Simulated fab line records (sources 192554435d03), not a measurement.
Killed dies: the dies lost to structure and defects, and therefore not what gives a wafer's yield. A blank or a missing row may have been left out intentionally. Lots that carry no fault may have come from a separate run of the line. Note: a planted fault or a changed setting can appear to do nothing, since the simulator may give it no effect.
Struck lot and sound lot, side by side ; flow n5 finfet ; 29 out of 1938 route steps
Sound: these wafers, L237.4, L237.5, L237.6. Struck: wafer L239.6 (L239.1, L239.4, from the same lot, were not struck and are left out); the cause is given at the end.
Order at every step that has rows: each side's tool, ch and its chambers, its first start. Under that, the readings that differ: sound wafers ; struck wafers ; difference of the means ; sigmas: that difference in standard deviations of wafers without a fault.
alike: readings with means less than 2 such deviations apart, plus words and numbers identical on both sides. not compared: withheld readings, readings lacking a value on some wafer, bounds such as >300 that could conceal the same value, and numbers that have no deviation in the record and whose values overlap.
A row with sigmas, a row that says differs or no value, or rows on one side alone: a step with any of these is where the two part. Numbers that don't overlap but have no deviation are shown without sigmas and don't part them. A reading missing from all wafers of one side parts the sides only when that side holds two or more wafers.

first, 9 steps without rows for these wafers: N5_BEOL_M15_COAT_22 (resist thk 800 nm); N5_BEOL_M15_EBR_24; N5_BEOL_M15_SOFTBAKE_23 (time 60 s); N5_BEOL_M15_EXPOSE_25 (exposes mask M15, target cd 400 nm); N5_BEOL_M15_PEB_26 (peb time 90 s); N5_BEOL_M15_DEVELOP_27 (develop time 45 s); N5_BEOL_M15_HARDBAKE_32 (time 120 s); N5_BEOL_M15_DESCUM_33 (chemistry O2, time 7.9 s); N5_BEOL_M15_ETCH_61 (etches BARC in N2/H2, target depth 89 nm, overetch 26.7 nm, time 67.9 s).
N5_BEOL_M15_TRENCH_ETCH_34: etches SiO2 in C4F8/O2/Ar, target depth 872.93 nm, time 199 s.
  sound on rie diel-01 ch 0,1,3, day 13 18:26; struck on rie diel-01 ch 2, day 14 02:41
reading;sound;struck;difference;sigmas
oes product au (a.u.);0.97 0.71 0.89;1.14;+0.28;+3
throttle valve pct (%);30.4 30.9 30.4;31.7;+1.1;+3
model.etch.depth nm (nm);876.2 878.6 872;1465;+589;
model.coat_of_BEOL_M15_COAT_22.thk nm (nm);539.4 532.8 539.6;426.4;-110.9;
  alike: O2_flow_sccm, drypump motor current A, oes_f_703_au, rf vpp V, showerhead plenum p Torr
  not compared: rf hours counter h, model.BEOL_M15.cd nm
then, 3 steps without rows for these wafers: N5_BEOL_M15_STRIP_36 (strips in O2); N5_BEOL_M15_STRIP_62 (strips in O2); N5_BEOL_M15_STRIP_37 (strips in O2).
N5_BEOL_M15_ETCH_38: etches SiCN in CF4/N2, target depth 106.4 nm, time 120.5 s.
  sound on rie diel-02 ch 2,3; struck on rie diel-02 ch 0
reading;sound;struck;difference;sigmas
oes product au (a.u.);0.66 0.71 0.67;0.92;+0.24;+2
throttle valve pct (%);15.90 15.67 15.91;15.09;-0.74;-3
  alike: drypump motor current A, rf vpp V, showerhead plenum p Torr
  not compared: rf hours counter h, model.BEOL_M15.cd nm
then, 9 steps without rows for these wafers: N5_BEOL_M15_PRECLEAN_39 (cleans in residue remover, time 60 s); N5_BEOL_M15_SRD_40 (time 30 s, dry time 30 s); N5_BEOL_M15_DEGAS_41 (time 60 s); N5_BEOL_M15_PRE_CLEAN_42 (time 30 s); N5_BEOL_M15_SPUTTER_43 (material TaN, target thk 15 nm, time 24.19 s); N5_BEOL_M15_SPUTTER_44 (material Ta, target thk 15 nm, time 24.19 s); N5_BEOL_M15_SPUTTER_45 (material Cu, target thk 100 nm, time 16.67 s); N5_BEOL_M15_ECD_47 (material Cu, target thk 1860 nm); N5_BEOL_M15_ANNEAL_48 (time 90 s).
N5_BEOL_M15_CMP_49: polishes, stops on SiO2, t overpolish 4.9 s, target thk 850 nm.
  sound on cmp-02 ch 0,1,3, day 13 20:17; struck on cmp-02 ch 3, day 14 06:13
reading;sound;struck;difference;sigmas
edge zone pressure frac;1.003 1.005 0.999;1.017;+0.015;+3
model.Cu_of_BEOL_M15_ECD_47.thk nm (nm);855.4 854.4 848.2;1438;+585;
  alike: motor current A, platen rpm
N5_BEOL_M15_THK_MEAS_50: measures by xrf.
  struck on film metro-02, day 14 06:26; sound on film metro-02, day 13 20:31
reading;sound;struck;difference;sigmas
M15_THK (nm);855 855 852;1466;+612;+27
then, 2 steps without rows for these wafers: N5_BEOL_M15_PRE_CLEAN_52 (time 15 s); N5_BEOL_M15_DEP_53 (deposits SiCN from 3MS/NH3, target thk 50 nm, time 17.8 s).
N5_BEOL_M15_RS_MEAS_54: uses a four-point probe to measure.
  struck on film metro-01, day 14 06:35; sound on film metro-01, day 13 20:38
reading;sound;struck;difference;sigmas
M15_RS (ohm/sq);0.0214 0.0214 0.0216;0.0126;-0.0089;-17
next, for these wafers, 1 step has no rows: N5_PASSIVATION_PROBE_49.

== WHERE THEY PART ==
First at N5_BEOL_M15_TRENCH_ETCH_34; last, within this record, at N5_BEOL_M15_RS_MEAS_54.

WHY: whatever the simulator had introduced
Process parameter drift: rie diel-01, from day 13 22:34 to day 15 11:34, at N5_BEOL_M15_TRENCH_ETCH_34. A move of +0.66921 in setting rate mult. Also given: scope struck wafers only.
